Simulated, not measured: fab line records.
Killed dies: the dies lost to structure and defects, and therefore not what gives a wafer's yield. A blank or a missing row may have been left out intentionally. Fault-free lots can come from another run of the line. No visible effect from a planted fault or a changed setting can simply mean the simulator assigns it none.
fab line records -- flow nandHarc
record lots=13, wafers=39, lastDay=33
route steps=1302 shown P_ZERO_WELL@44 P_STI@98
lots that met no fault: from a run of the same line without faults
startH: hours from the record's first day to the start of the lot's first wafer shown -- waitH: hours elapsed since this lot's preceding step -- " as in the row above -- L1.1+2: a single row standing in for several wafers -- - no value present, or no start provided -- * or withheld: withheld -- < > ~ a bound
route shown NAME@n: NAME is a module with steps in the file, n the number in the route of the first one -- usual: average and standard deviation across the fault-free wafers -- same: alike in all rows -- chamber/n: place in a boat -- sites: readings site by site -- _std_site: the standard deviation of these -- _edge_site: mean of outer sites minus mean of inner sites -- radiusMm: for every site, how far away it sits from the centre of the wafer -- mask NAME#n: copy n -- behind: the most recent tool/chamber to have shaped the wafer -- hold: cause of the lot's hold/its duration in hours/its outcome -- device: names the non-switching transistor (n, p or np) -- end of line: the tests these same wafers got at the end of their route -- a step without rows: its recipe alone -- killed: count of dies lost to structure and defects at first sort (not the wafer's yield) -- map: dies across one wafer; x = killed, . = not, _ = none there
set.NAME: the run value of the setting; set.NAME@STEP: its run value at that earlier step -- model.NAME: the simulator's own value behind a step, which no gauge read
the route's steps for a sample of lots (tables are steps, rows are wafers)
services: when a tool's chamber went out of use (startH, in hours from the record's first day, below 0 if earlier), for how many hours, and the reason
## steps
# step NHARC_P_ZERO_WELL_CD_MEAS_37
# recipe targetCdNm=720, landingEnergyEv=500
# usual cdNm=719.5/1.8
lot.wafer,tool,chamber,startH,waitH,cdNm
L310.1,cdSem-01,0,26.59,-,721.0
L310.3,cdSem-01,0,26.59,-,720.9
L310.5,cdSem-01,0,26.59,-,721.8
L311.1,cdSem-01,0,34.41,-,720.6
L311.4,cdSem-01,0,34.41,-,718.6
L311.5,cdSem-01,0,34.41,-,720.6
L312.2,cdSem-03,0,44.15,-,721.3
L312.4,cdSem-03,0,44.15,-,718.5
L312.6,cdSem-03,0,44.15,-,720.6
L313.4,cdSem-02,0,54.51,-,718.5
L313.5,cdSem-02,0,54.51,-,721.5
L313.6,cdSem-02,0,54.51,-,719.1
L314.1,cdSem-02,0,64.22,-,719.1
L314.3,cdSem-02,0,64.22,-,721.4
L314.6,cdSem-02,0,64.22,-,723.8
L315.3,cdSem-03,0,74.12,-,719.6
L315.5,cdSem-03,0,74.12,-,718.2
L315.6,cdSem-03,0,74.12,-,720.6
L318.2,cdSem-01,0,104.20,-,721.7
L318.5,cdSem-01,0,104.20,-,718.7
L318.6,cdSem-01,0,104.20,-,719.5
L319.1,cdSem-02,0,114.10,-,718.6
L319.2,cdSem-02,0,114.10,-,720.4
L319.5,cdSem-02,0,114.10,-,722.6
L320.3,cdSem-02,0,124.12,-,717.8
L320.4,cdSem-02,0,124.12,-,718.9
L320.5,cdSem-02,0,124.12,-,716.7
L321.1,cdSem-01,0,134.39,-,718.9
L321.2,cdSem-01,0,134.39,-,720.7
L321.3,cdSem-01,0,134.39,-,717.3
L322.1,cdSem-02,0,146.15,-,720.2
L322.3,cdSem-02,0,146.15,-,715.5
L322.4,cdSem-02,0,146.15,-,715.5
L324.1,cdSem-01,0,164.30,-,716.9
L324.4,cdSem-01,0,164.30,-,718.5
L324.5,cdSem-01,0,164.30,-,716.4
L333.2,cdSem-03,0,254.11,-,721.5
L333.4,cdSem-03,0,254.11,-,723.5
L333.6,cdSem-03,0,254.11,-,722.5
# step NHARC_P_ZERO_WELL_DESCUM_39
# recipe timeS=3, o2FlowSccm=200, arFlowSccm=0, biasPowerW=0, chemistry=O2
# usual drypumpMotorCurrentA=5.3/0.48, oesProductAu=1.002/0.013, rfVppV=57.6/0.88, showerheadPlenumPTorr=1.87/0.086, throttleValvePct=11.310/0.0095
# same biasPowerW=0
lot.wafer,tool,chamber,startH,waitH,drypumpMotorCurrentA,oesProductAu,rfHoursCounterH,rfVppV,showerheadPlenumPTorr,throttleValvePct
L310.1,rieDiel-06,2,26.76,-,4.8,0.995,17,57.2,1.81,11.317
L310.3,rieDiel-06,0,26.76,-,5.6,1.000,14,56.4,1.81,11.306
L310.5,rieDiel-06,1,26.76,-,5.2,0.995,-,56.5,1.77,11.294
L311.1,rieDiel-06,2,34.58,-,4.8,1.001,21,57.5,1.81,11.320
L311.4,rieDiel-06,3,34.58,-,5.0,1.023,20,58.4,1.83,11.311
L311.5,rieDiel-06,1,34.58,-,5.1,0.992,-,56.6,1.77,11.314
L312.4,rieDiel-01,0,44.31,-,6.0,1.012,2,56.3,1.93,11.313
L312.2,rieDiel-01,3,44.31,-,5.3,1.032,1,57.6,1.87,11.320
L312.6,rieDiel-01,1,44.31,-,6.3,1.003,-,58.2,1.86,11.289
L313.4,rieDiel-01,1,54.69,-,6.3,1.005,5,58.7,1.86,11.311
L313.5,rieDiel-01,3,54.69,-,5.4,1.023,-,56.7,1.87,11.312
L313.6,rieDiel-01,0,54.69,-,6.0,1.002,-,58.2,1.93,11.310
L314.1,rieDiel-06,3,64.39,-,5.0,1.017,25,56.5,1.82,11.304
L314.3,rieDiel-06,0,64.39,-,5.6,0.998,23,56.9,1.81,11.312
L314.6,rieDiel-06,3,64.39,-,5.0,1.018,-,56.8,1.82,11.319
L315.3,rieDiel-06,0,74.28,-,5.6,0.982,26,55.7,1.81,11.314
L315.6,rieDiel-06,3,74.28,-,5.0,1.010,-,57.6,1.82,11.318
L315.5,rieDiel-06,0,74.28,-,5.6,0.993,-,57.3,1.81,11.317
L318.2,rieDiel-01,2,104.36,-,6.0,1.010,18,57.8,1.99,11.320
L318.5,rieDiel-01,2,104.36,-,6.1,1.007,-,57.9,1.99,11.303
L318.6,rieDiel-01,3,104.36,-,5.3,1.031,-,58.0,1.87,11.323
L319.2,rieDiel-06,3,114.28,-,5.0,0.997,44,58.4,1.82,11.303
L319.1,rieDiel-06,2,114.28,-,4.8,0.995,50,57.6,1.80,11.309
L319.5,rieDiel-06,3,114.28,-,5.0,1.008,-,56.6,1.82,11.302
L320.4,rieDiel-01,0,124.27,-,6.0,0.999,23,59.4,1.92,11.318
L320.3,rieDiel-01,3,124.27,-,5.3,1.018,22,58.1,1.86,11.306
L320.5,rieDiel-01,0,124.27,-,6.0,1.007,-,57.3,1.92,11.312
L321.1,rieDiel-08,0,134.56,-,5.1,0.980,43,58.3,1.86,11.314
L321.2,rieDiel-08,1,134.56,-,4.9,1.004,35,58.6,1.95,11.316
L321.3,rieDiel-08,2,134.56,-,4.8,0.975,33,57.8,1.85,11.321
L322.4,rieDiel-01,1,146.31,-,6.3,1.003,31,56.8,1.85,11.307
L322.1,rieDiel-01,2,146.31,-,6.0,0.990,31,57.6,1.99,11.306
L322.3,rieDiel-01,0,146.31,-,6.0,0.998,32,58.3,1.92,11.300
L324.1,rieDiel-01,3,164.46,-,5.3,1.026,37,57.1,1.86,11.323
L324.4,rieDiel-01,0,164.46,-,6.0,0.996,36,59.0,1.92,11.323
L324.5,rieDiel-01,0,164.46,-,6.0,1.002,-,58.2,1.92,11.317
L333.4,rieDiel-08,2,254.30,-,4.8,0.999,20,57.5,1.84,11.293
L333.2,rieDiel-08,3,254.30,-,5.2,0.991,18,58.5,2.07,11.304
L333.6,rieDiel-08,1,254.30,-,4.9,1.004,-,57.4,1.93,11.296
# step NHARC_P_ZERO_WELL_RTA_42
# recipe tempC=1100, timeS=300
# usual lampPowerPct=38/3.8, lamp_zone_7_pct=38/3.8, wafer_temp_C_max=1105.4/1.1
lot.wafer,tool,chamber,startH,waitH,lampPowerPct,lamp_zone_7_pct,wafer_temp_C_max
L310.1,rtpAnneal-01,0,29.37,-,42,43,1105.4
L310.3,rtpAnneal-01,0,29.37,-,42,43,1104.8
L310.5,rtpAnneal-01,0,29.37,-,42,43,1106.7
L311.1,rtpAnneal-01,0,37.07,-,42,43,1105.3
L311.4,rtpAnneal-01,0,37.07,-,42,42,1104.2
L311.5,rtpAnneal-01,0,37.07,-,42,43,1106.7
L312.2,rtpAnneal-02,0,47.04,-,35,35,1103.3
L312.4,rtpAnneal-02,0,47.04,-,35,35,1103.6
L312.6,rtpAnneal-02,0,47.04,-,35,35,1103.8
L313.4,rtpAnneal-02,0,57.47,-,35,35,1106.0
L313.5,rtpAnneal-02,0,57.47,-,35,35,1103.3
L313.6,rtpAnneal-02,0,57.47,-,35,35,1106.1
L314.1,rtpAnneal-02,0,66.99,-,35,35,1105.1
L314.3,rtpAnneal-02,0,66.99,-,35,35,1104.4
L314.6,rtpAnneal-02,0,66.99,-,35,35,1104.0
L315.3,rtpAnneal-01,0,77.09,-,42,43,1104.7
L315.5,rtpAnneal-01,0,77.09,-,42,43,1106.5
L315.6,rtpAnneal-01,0,77.09,-,42,43,1107.5
L318.2,rtpAnneal-02,0,107.08,-,35,35,1104.4
L318.5,rtpAnneal-02,0,107.08,-,35,35,1106.1
L318.6,rtpAnneal-02,0,107.08,-,35,35,1104.3
L319.1,rtpAnneal-02,0,117.04,-,34,35,1106.6
L319.2,rtpAnneal-02,0,117.04,-,35,35,1106.1
L319.5,rtpAnneal-02,0,117.04,-,34,35,1106.3
L320.3,rtpAnneal-01,0,127.18,-,42,43,1106.5
L320.4,rtpAnneal-01,0,127.18,-,42,43,1105.6
L320.5,rtpAnneal-01,0,127.18,-,42,43,1106.8
L321.1,rtpAnneal-02,0,137.03,-,35,35,1105.2
L321.2,rtpAnneal-02,0,137.03,-,35,35,1105.2
L321.3,rtpAnneal-02,0,137.03,-,35,35,1105.8
L322.1,rtpAnneal-01,0,149.05,-,42,43,1106.0
L322.3,rtpAnneal-01,0,149.05,-,42,43,1105.4
L322.4,rtpAnneal-01,0,149.05,-,42,43,1104.2
L324.1,rtpAnneal-02,0,166.97,-,35,35,1103.5
L324.4,rtpAnneal-02,0,166.97,-,35,35,1104.4
L324.5,rtpAnneal-02,0,166.97,-,35,35,1104.7
L333.2,rtpAnneal-02,0,256.99,-,35,35,1107.8
L333.4,rtpAnneal-02,0,256.99,-,35,35,1106.5
L333.6,rtpAnneal-02,0,256.99,-,35,35,1104.9
# step NHARC_P_STI_HDPCVD_20
# recipe targetThkA=withheld, sigmaOpenFrac=withheld, material=SiO2
lot.wafer,tool,chamber,startH,waitH
L310.1+3+5,hdpcvd-01,"0,1,0",56.42,0.4
L311.1+4+5,hdpcvd-01,"1,1,0",63.77,0.5
L312.2+4+6,hdpcvd-01,"0,1,1",74.83,0.5
L313.4+5+6,hdpcvd-01,"0,0,1",84.65,0.6
L314.1+3+6,hdpcvd-01,"0,1,1",96.36,0.5
L315.3+5+6,hdpcvd-01,"1,0,1",104.20,0.6
L318.2+5+6,hdpcvd-01,"1,1,0",135.63,0.4
L319.2+1+5,hdpcvd-01,"1,0,1",149.78,0.4
L320.4+3+5,hdpcvd-01,"1,0,1",155.81,0.5
L321.2+1+3,hdpcvd-01,"1,0,1",165.04,0.4
L322.1+3+4,hdpcvd-01,"0,1,0",175.33,0.5
L322.1+3+4,hdpcvd-01,"0,1,0",176.36,0.9
L324.1+4+5,hdpcvd-01,"0,0,1",198.62,7.7
L333.2+4+6,hdpcvd-01,"0,1,1",281.88,0.4
L333.2+4+6,hdpcvd-01,"0,1,1",282.92,1.0
## services
tool,chamber,startH,hours,kind
hdpcvd-01,-,4.00,13.0,pm
hdpcvd-01,0,4.00,13.0,ventCycle
hdpcvd-01,1,4.00,13.0,ventCycle
rieDiel-01,0,10.45,-,clean
rieDiel-01,1,10.45,-,clean
rtpAnneal-02,-,12.00,12.0,pm
rieDiel-08,-,16.24,9.0,pm
hdpcvd-01,0,17.00,-,clean
hdpcvd-01,1,17.00,-,clean
rieDiel-01,-,26.84,9.0,pm
rieDiel-01,3,38.83,1.3,repair
rieDiel-01,-,77.97,0.9,repair
rieDiel-06,0,89.52,6.3,repair
rieDiel-08,1,120.18,10.5,repair
rieDiel-08,3,123.60,3.6,repair
rieDiel-06,-,130.27,9.0,pm
rieDiel-06,-,164.31,0.8,repair
hdpcvd-01,-,185.00,13.0,pm
hdpcvd-01,0,185.00,13.0,ventCycle
hdpcvd-01,1,185.00,13.0,ventCycle
rieDiel-08,-,193.29,9.0,pm
hdpcvd-01,0,198.00,-,clean
hdpcvd-01,1,198.00,-,clean
rieDiel-01,-,203.84,9.0,pm
## key
firstSign step=NHARC_P_STI_HDPCVD_20, reading=visit, direction=added
effect none on later readings
metAt NHARC_P_STI_HDPCVD_20
struckLots L322,L333
testerLeftOut L322,L333
notActingAt NHARC_P_ZERO_WELL_CD_MEAS_37,NHARC_P_ZERO_WELL_DESCUM_39,NHARC_P_ZERO_WELL_RTA_42
fault kind=repeatedStepWhole, tool=hdpcvd-01, chamber=-, onsetH=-, steps=NHARC_P_STI_HDPCVD_20, times=1, scope=struckLotsOnly
# testerLeftOut: of these lots the tester's yield and bins aren't shown, on N5 and GAA mostly nor the transistor test; their killed dies are dies lost to structure and defects alone, not to doping, threshold or leakage, so they don't give the yield
